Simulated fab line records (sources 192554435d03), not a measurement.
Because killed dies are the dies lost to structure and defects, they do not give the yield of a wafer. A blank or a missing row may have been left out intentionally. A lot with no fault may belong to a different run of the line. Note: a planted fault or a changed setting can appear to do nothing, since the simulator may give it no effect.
A lot that was struck, set against a sound lot ; flow n5-finfet ; 23 steps out of a route of 1938
Sound: the wafers L301.1, L301.2, L301.4. Wafers struck: L312.3, L312.5, L312.6. Last of all comes the cause.
At each step with rows: each side's tool, then ch and its chambers, then its first start. Under that, the readings that differ: sound wafers ; struck wafers ; difference of the means ; sigmas: that difference in standard deviations of wafers without a fault.
alike: readings whose means differ by less than 2 such deviations, and words and numbers that are the same on both sides. not compared: withheld readings, readings that some wafer has no value for, bounds like >300 that may hide the same value, and numbers for which the record gives no deviation and whose values overlap.
The two part at a step that has a row with sigmas, a row that says differs or no value, or rows on one side only. Non-overlapping numbers with no deviation appear without sigmas and do not part them. Lack of a reading on every wafer of one side parts them only where that side has two or more wafers.

N5_BEOL_M4_RC_MEAS_101:
  sound on prober-02 ch 0, day 7 15:40; struck on prober-02 ch 0, day 10 13:35
  alike: DIBL_N, DIBL_P, IOFF_N, IOFF_P, ION_N, ION_P, SS_N, SS_P, VT_N, VT_P
N5_BEOL_M5_ILD_DEP_00: deposits SiCOH lowk from DEMS/porogen, target thk 140.64 nm, time 25.9 s.
  sound on pecvd-03 ch 1,2, day 7 16:38; struck on pecvd-04 ch 0,2, day 10 14:15
  alike: heater-power-w, showerhead-plenum-p-Torr, showerhead-vpp-V, throttle-valve-pct
N5_BEOL_M5_CURE_79: cures SiCOH lowk, time 240 s.
  sound on uv-cure-03 ch 2, day 7 16:43; struck on uv-cure-02 ch 1, day 10 15:35
reading;sound;struck;difference;sigmas
wafer_temp_C_max;388.0 387.2 387.7;385.8 385.7 385.8;-1.9;-2
  alike: lamp-power-pct
N5_BEOL_M5_THK_MEAS_01:
  struck on film-metro-02, day 10 18:11; sound on film-metro-02, day 7 17:14
  alike: M5_ILD_THK
then, 1 step without rows for these wafers: N5_BEOL_M5_PECVD_70 (deposits SiO2 from TEOS/O2, target thk 16 nm, time 18 s).
N5_BEOL_M5_HM_DEP_02: deposits TiN, target thk 20 nm.
  struck on pvd-sputter-03, day 10 19:17; sound on pvd-sputter-02, day 7 18:39
  alike: throttle-valve-pct
then, 6 steps without rows for these wafers: N5_BEOL_M5_COAT_59 (time 60 s, resist thk 60 nm); N5_BEOL_M5_COAT_60 (time 60 s, resist thk 12 nm); N5_BEOL_M5_COAT_71 (time 60 s, resist thk 5 nm); N5_BEOL_M5_COAT_05 (resist thk 30 nm); N5_BEOL_M5_EBR_07; N5_BEOL_M5_SOFTBAKE_06 (time 60 s).
N5_BEOL_M5_EXPOSE_08: exposes mask M5, target cd 28 nm.
  sound on euv-scanner-01 ch 0, day 7 18:55; struck on euv-scanner-01 ch 0, day 10 19:41
reading;sound;struck;difference;sigmas
exposure-dose-mJ-cm2;35.66 35.67 35.74;36.45 36.46 36.44;+0.76;+20
  alike: mask
then, 2 steps without rows for these wafers: N5_BEOL_M5_PEB_09 (peb time 60 s); N5_BEOL_M5_DEVELOP_10 (develop time 30 s).
N5_BEOL_M5_CD_MEAS_11: target cd 27.74 nm.
  sound on cd-sem-03 ch 0, day 7 19:02; struck on cd-sem-03 ch 0, day 10 19:49
reading;sound;struck;difference;sigmas
cd-nm (nm);28.18 28.09 28.29;28.75 28.71 28.71;+0.54;+2
N5_BEOL_M5_OVL_MEAS_12:
  sound on overlay-02 ch 0, day 7 19:04; struck on overlay-01 ch 0, day 10 19:51
  alike: M5_OVL
N5_BEOL_M5_INSPECT_13: inspects for defects (brightfield).
  struck on defect-inspect-01, day 10 19:54; sound on defect-inspect-01, day 7 19:08
  alike: raw-defect-count
N5_BEOL_M5_DESCUM_16: chemistry O2, time 7 s.
  sound on rie-diel-05 ch 0,1,2, day 7 19:10; struck on rie-diel-03 ch 2,3, day 10 19:59
reading;sound;struck;difference;sigmas
model.BEOL_M5.cd-nm (nm);27.8 28.2 28;28.8 28.6 28.8;+0.7;
  alike: drypump-motor-current-A, oes-product-au, rf-vpp-V, showerhead-plenum-p-Torr, throttle-valve-pct
  not compared: rf-hours-counter-h
N5_BEOL_M5_ETCH_72: etches underlayer in N2/H2, target depth 6.5 nm, time 5.2 s.
  sound on rie-diel-05 ch 0,1,2, day 7 19:12; struck on rie-diel-03 ch 2,3, day 10 20:01
  alike: drypump-motor-current-A, etch-rf-on-time-s, oes-product-au, rf-vpp-V, showerhead-plenum-p-Torr, throttle-valve-pct
  not compared: rf-hours-counter-h
N5_BEOL_M5_ETCH_61: etches SiARC in CF4, target depth 15.6 nm, time 26 s.
  sound on rie-diel-05 ch 0,1,2, day 7 19:13; struck on rie-diel-03 ch 2,3, day 10 20:02
  alike: drypump-motor-current-A, etch-rf-on-time-s, mfc-ar-sccm, oes-product-au, rf-vpp-V, showerhead-plenum-p-Torr, throttle-valve-pct
  not compared: rf-hours-counter-h
N5_BEOL_M5_ETCH_62: etches SOC in N2/H2, target depth 75 nm, overetch 15 nm, time 112.5 s.
  sound on rie-diel-05 ch 0,1,2, day 7 19:15; struck on rie-diel-03 ch 2,3, day 10 20:04
reading;sound;struck;difference;sigmas
model.BEOL_M5.cd-nm (nm);27.8 28 28;28.8 28.6 28.6;+0.7;
  alike: drypump-motor-current-A, oes-product-au, rf-vpp-V, showerhead-plenum-p-Torr, throttle-valve-pct
  not compared: rf-hours-counter-h
then, 1 step without rows for these wafers: N5_BEOL_M5_STRIP_63 (strips in N2/H2).

## WHERE THEY PART
At N5_BEOL_M5_CURE_79 first; at N5_BEOL_M5_CD_MEAS_11 last (within this record only). Later steps at which nothing parts them and some readings are alike: N5_BEOL_M5_OVL_MEAS_12, N5_BEOL_M5_INSPECT_13, N5_BEOL_M5_DESCUM_16, N5_BEOL_M5_ETCH_72, N5_BEOL_M5_ETCH_61, N5_BEOL_M5_ETCH_62.

WHY: whatever the simulator had introduced
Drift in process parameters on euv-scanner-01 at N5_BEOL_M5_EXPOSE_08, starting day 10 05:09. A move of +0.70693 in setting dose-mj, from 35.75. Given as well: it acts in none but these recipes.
